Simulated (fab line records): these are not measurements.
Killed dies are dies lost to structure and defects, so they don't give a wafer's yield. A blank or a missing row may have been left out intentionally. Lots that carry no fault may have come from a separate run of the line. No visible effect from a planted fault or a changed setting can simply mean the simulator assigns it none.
Comparing a struck lot with a sound one ; flow nandHarc ; 39 steps out of a route of 1159
Sound: these wafers, L724.1, L724.5, L724.6. Struck: wafer L729.2. (L729.3, L729.4 of the same lot were not struck and are left out.) The cause comes at the end.
At each step with rows: each side's tool, then ch and its chambers, then its first start. Under that, the readings that differ: sound wafers ; struck wafers ; difference of the means ; sigmas: that difference in standard deviations of wafers without a fault.
alike: same words and numbers on both sides, and readings whose means sit less than 2 such deviations apart. not compared: any withheld reading, any reading some wafer has no value for, any bound like >300 that may hide the same value, and any number with overlapping values for which the record gives no deviation.
A row with sigmas, a row that says differs or no value, or rows on one side alone: a step with any of these is where the two part. Numbers that don't overlap but have no deviation are shown without sigmas and don't part them. A reading missing from all wafers of one side parts the sides only when that side holds two or more wafers.

NHARC_A_M0_CD_MEAS_09: target cd 80 nm.
  sound on cdSem-01 ch 0, day 18 14:29; struck on cdSem-02 ch 0, day 19 23:20
  alike: cdNm
NHARC_A_M0_OVL_MEAS_10: pitch 160 nm.
  sound on overlay-02, day 18 14:35; struck on overlay-01, day 19 23:25
  alike: overlayXNm, overlayYNm
NHARC_A_M0_INSPECT_11:
  sound on defectInspect-02, day 18 14:37; struck on defectInspect-02, day 19 23:28
  alike: rawDefectCount
NHARC_A_M0_DESCUM_14: chemistry O2, time 3 s.
  sound on rieDiel-10 ch 2,3, day 18 14:41; struck on rieDiel-08 ch 1, day 19 23:31
reading;sound;struck;difference;sigmas
showerheadPlenumPTorr (Torr);1.89 1.84 1.89;2.04;+0.17;+3
  alike: drypumpMotorCurrentA, oesProductAu, rfVppV, throttleValvePct
  not compared: rfHoursCounterH
then, 2 steps without rows for these wafers: NHARC_A_M0_ETCH_34 (etches the open film in N2/H2, target depth 40 nm, overetch 12 nm, time 43.94 s); NHARC_A_M0_ETCH_15 (etches the open film in C4F8/Ar, target depth 150 nm, overetch 15 nm, time 82.5 s).
NHARC_A_M0_CD_MEAS_16:
  sound on cdSem-02, day 18 14:59; struck on cdSem-02, day 19 23:49
  alike: cdNm
NHARC_A_M0_STRIP_18: strips in N2/H2.
  sound on rieDiel-08 ch 2,3, day 18 15:05; struck on rieDiel-08 ch 2, day 19 23:53
  alike: drypumpMotorCurrentA, oesProductAu, rfFwdPowerW, rfVppV, showerheadPlenumPTorr, throttleValvePct
  not compared: rfHoursCounterH
then, 4 steps without rows for these wafers: NHARC_A_M0_STRIP_19 (strips in post etch residue remover, time 600 s); NHARC_A_M0_DEGAS_28 (time 60 s); NHARC_A_M0_PRE_CLEAN_29 (time 30 s); NHARC_A_M0_PVD_20 (deposits TaN, target thk 5 nm, time 8.06 s).
NHARC_A_M0_PVD_21: deposits Cu, target thk 30 nm, time 20.49 s.
  sound on pvdSputter-01, day 18 15:52; struck on pvdSputter-03, day 20 00:40
reading;sound;struck;difference;sigmas
throttleValvePct (%);31.7 29.5 31.7;27.9;-3.1;-2
  alike: cathodeDcPowerW
then, 4 steps without rows for these wafers: NHARC_A_M0_ECD_22 (material Cu, target thk 400 nm); NHARC_A_M0_ANNEAL_30 (time 90 s); NHARC_A_M0_CMP_23 (polishes, t overpolish 20 s, target thk 113.75 nm); NHARC_A_M0_SRD_25.
NHARC_A_M0_PRE_CLEAN_31: time 12 s.
  sound on pecvd-04 ch 0,1, day 18 17:21; struck on pecvd-01 ch 1, day 20 02:05
  alike: heaterPowerW, rfFwdPowerW, susceptorTempC
then, 11 steps without rows for these wafers: NHARC_A_M0_DEP_32 (deposits SiCN, target thk 30 nm); NHARC_A_M1_DEP_00 (deposits SiOC, target thk 182.5 nm); NHARC_A_M1_DEHYDRATE_01 (time 120 s); NHARC_A_M1_HMDS_02 (time 30 s); NHARC_A_M1_COAT_34 (time 65 s); NHARC_A_M1_COAT_03 (resist thk 90 nm); NHARC_A_M1_SOFTBAKE_04 (time 55 s); NHARC_A_M1_EBR_05; NHARC_A_M1_EXPOSE_06 (exposes mask A M1, target cd 120 nm); NHARC_A_M1_PEB_07 (peb time 65 s); NHARC_A_M1_DEVELOP_08 (develop time 35 s).
NHARC_A_M1_CD_MEAS_09: target cd 120 nm.
  sound on cdSem-02 ch 0, day 18 18:30; struck on cdSem-03 ch 0, day 20 03:35
  alike: cdNm
NHARC_A_M1_OVL_MEAS_10: pitch 240 nm.
  sound on overlay-01, day 18 18:35; struck on overlay-01, day 20 03:41
  alike: overlayXNm, overlayYNm
NHARC_A_M1_DESCUM_14: chemistry O2, time 3 s.
  sound on rieDiel-11 ch 0,1,2, day 18 18:43; struck on rieDiel-03 ch 0, day 20 03:47
  alike: drypumpMotorCurrentA, oesProductAu, rfVppV, showerheadPlenumPTorr, throttleValvePct
  not compared: rfHoursCounterH
NHARC_A_M1_ETCH_35: etches the open film in N2/H2, target depth 40 nm, overetch 12 nm, time 43.94 s.
  sound on rieDiel-11 ch 0,3, day 18 18:47; struck on rieDiel-03 ch 3, day 20 03:53
  alike: drypumpMotorCurrentA, oesProductAu, rfFwdPowerW, rfVppV, showerheadPlenumPTorr, throttleValvePct
  not compared: rfHoursCounterH
then, 1 step without rows for these wafers: NHARC_A_M1_ETCH_15 (etches the open film in C4F8/Ar, target depth 182.5 nm, time 91.2 s).
NHARC_A_M1_CD_MEAS_16:
  sound on cdSem-03, day 18 18:59; struck on cdSem-01, day 20 04:08
  alike: cdNm
then, 3 steps without rows for these wafers: NHARC_A_M1_STRIP_18 (strips in N2/H2); NHARC_A_M1_ETCH_28 (etches the open film in CF4/N2, target depth 30 nm, time 72.99 s); NHARC_A_M1_STRIP_19 (strips in post etch residue remover, time 600 s).
NHARC_END_SORT_01:
  sound on prober-02 ch 0, day 20 10:18; struck on prober-02 ch 0, day 21 18:11
reading;sound;struck;difference;sigmas
defectLimitedYield (%);95.3 96.2 95.3;82.9;-12.7;-8
killedAtArray;28 23 25;111;+86;+9
killedDies;32 26 32;116;+86;+8
sort_bin_2_pct (%);1.5 1.6 1.8;5.8;+4.2;+7
sort_bin_3_pct (%);0.30 0.15 0.15;6.50;+6.30;+30
sort_bin_4_pct (%);3.0 2.1 2.8;4.9;+2.3;+2
sortNPass;645 651 645;561;-86;-8
sortRimYieldPct (%);98.1 97.2 98.1;84.9;-12.9;-8
sortYieldPct (%);95.3 96.2 95.3;82.9;-12.7;-8
  alike: killedAtOther, killedAtPeriphery, killedOpen, killedShort

== WHERE THEY PART ==
At NHARC_A_M0_DESCUM_14 first; at NHARC_END_SORT_01 last (within this record only).

WHY: what had been put in by the simulator
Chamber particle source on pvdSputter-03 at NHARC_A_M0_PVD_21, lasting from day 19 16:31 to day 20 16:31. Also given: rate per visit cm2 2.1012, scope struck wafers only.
